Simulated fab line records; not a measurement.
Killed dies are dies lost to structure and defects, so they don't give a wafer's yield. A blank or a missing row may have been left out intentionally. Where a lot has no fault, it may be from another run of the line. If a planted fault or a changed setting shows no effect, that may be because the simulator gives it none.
Matching of chambers ; flow n5_finfet ; N5_BEOL_M2_ALD_98 on ald_sin-04: 4 sister chambers
The step deposits SiO2, target thk 2.5 nm, pulse time 1 s, co reactant pulse time 1 s. 14 wafers are shown with their chamber, then 7 later ones without.

== WAFERS PAIRED WITH THEIR CHAMBERS ==
wafer;chamber;heater_power_w (W);precursor_pulse_height_rel
L079.1;2;91;0.997
L079.3;1;67;1.016
L079.5;1;69;1.036
L081.2;2;88;1.001
L081.4;1;69;1.011
L081.5;2;88;1.048
L082.1;0;78;0.998
L082.2;3;79;0.987
L082.3;1;67;0.985
L082.4;2;91;1.005
L082.5;3;81;1.012
L082.6;0;79;0.959
L088.1;3;81;1.010
L088.3;2;90;0.968

SIGNATURES (averages over the wafers above)
reading;chamber 0;chamber 1;chamber 2;chamber 3;scatter within a chamber
heater_power_w;78.50;68.00;89.60;80.33;1.28
precursor_pulse_height_rel;0.97850;1.01200;1.00380;1.00300;0.024
Rule: for each reading, subtract the chamber's mean from the wafer's reading, divide by that reading's scatter and square the result; add these up over the readings and take the root, which gives the wafer's distance from the chamber. The wafer belongs to the nearest chamber; if the next one is less than 2 further off, it can't be placed. How the scatter is found: for the shown wafers, subtract from each reading the mean of its chamber, square and add these, divide the total by (wafers less chambers), then take the root.

== WAFERS WITHOUT THEIR CHAMBER ==
wafer;heater_power_w (W);precursor_pulse_height_rel
L088.6;81;0.996
L089.2;90;0.962
L089.3;78;0.998
L089.4;69;0.982
L097.2;69;1.016
L097.3;89;0.997
L097.5;91;0.999

== THE CHAMBER EACH PASSED THROUGH ==
wafer;from the rows above;in truth
L088.6;can't be placed: 3 or 0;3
L089.2;2;2
L089.3;can't be placed: 0 or 3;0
L089.4;1;1
L097.2;1;1
L097.3;2;2
L097.5;2;2
Correctly placed: 5 of 7. Can't be placed from these rows: 2 (the true chamber is among the candidates in 2). Wrongly placed: 0.
